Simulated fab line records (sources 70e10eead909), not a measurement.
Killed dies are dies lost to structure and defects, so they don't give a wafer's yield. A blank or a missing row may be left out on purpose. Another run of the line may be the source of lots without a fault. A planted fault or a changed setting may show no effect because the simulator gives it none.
One fault through the eyes of 2 desks + flow nand harc + each desk has only its own numbers; what lay behind them comes last

## THE DEFECT DESK
Lot by lot, what the route's inspections counted, given as the mean of those sampled wafers with a number. Any lot whose mean is over 4 standard deviations away from the usual mean is out of limits and marked OUT; that distance is given in the brackets.
Columns: A = raw defect count at NHARC_A_WL_FILL_INSPECT_15, usual 367
| lot  | first seen here | A              |
|------|-----------------|----------------|
| L635 | day 16 01:08    | 516            |
| L634 | day 16 03:02    | 465            |
| L637 | day 16 16:20    | 422            |
| L638 | day 17 01:55    | 278            |
| L646 | day 19 03:22    | 2334 (+16) OUT |
| L649 | day 19 12:33    | 2243 (+16) OUT |
| L651 | day 19 23:04    | 357            |
| L653 | day 20 12:58    | 395            |
| L652 | day 20 13:25    | 348            |
| L654 | day 21 01:55    | 474            |
| L655 | day 22 09:37    | 334            |
| L656 | day 22 11:10    | 324            |
Finding of this desk: L646, L649 out of limits; the first was L646 at day 19 03:22, on raw defect count at NHARC_A_WL_FILL_INSPECT_15. L635, L634, L637, L638, L651, L653, L652, L654, L655, L656: within limits.

## DESK OF THE TOOL OWNER: cmp-01
The tool's own readings at NHARC_A_WL_FILL_CMP_12 (polishes, t overpolish 30 s, target thk 75 nm): means of the sampled wafers that have a number, for each lot that ran on this tool. Any lot whose mean is over 4 standard deviations away from the usual mean is out of limits and marked OUT; that distance is given in the brackets.
Columns: A = edge zone pressure frac at NHARC_A_WL_FILL_CMP_12, usual 1.001; B = motor current A at NHARC_A_WL_FILL_CMP_12, usual 11.9 A; C = overpolish run s at NHARC_A_WL_FILL_CMP_12, usual 29.999 s; D = time to endpoint s at NHARC_A_WL_FILL_CMP_12, usual 14.5 s
| lot  | first seen here | A     | B    | C      | D    |
|------|-----------------|-------|------|--------|------|
| L635 | day 16 00:40    | 0.996 | 11.6 | 30.007 | 14.5 |
| L634 | day 16 02:35    | 1.000 | 12.0 | 29.997 | 15.1 |
| L638 | day 17 01:26    | 1.005 | 12.1 | 29.993 | 13.1 |
| L651 | day 19 22:34    | 0.998 | 11.4 | 30.000 | 10.9 |
| L652 | day 20 13:00    | 0.997 | 11.1 | 29.998 | 14.4 |
| L655 | day 22 09:10    | 1.006 | 12.0 | 29.997 | 16.3 |
Result from this desk: across the 6 lots, nothing is out of limits.

## BROUGHT TOGETHER
The defect desk could have raised an alarm at day 19 03:22, on L646, L649.
Nothing out of limits was seen by the tool owner's desk.
The tool owner's desk has no number on record for L646, L649.
All the named lots went through NHARC_A_WL_FILL_CMP_12 on cmp-01.

## WHAT WAS PUT IN BY THE SIMULATOR
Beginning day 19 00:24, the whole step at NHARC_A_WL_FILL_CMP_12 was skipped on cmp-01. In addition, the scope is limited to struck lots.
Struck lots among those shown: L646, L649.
Hours from the fault's start to each desk's first reading out of limits: the defect desk, 3.
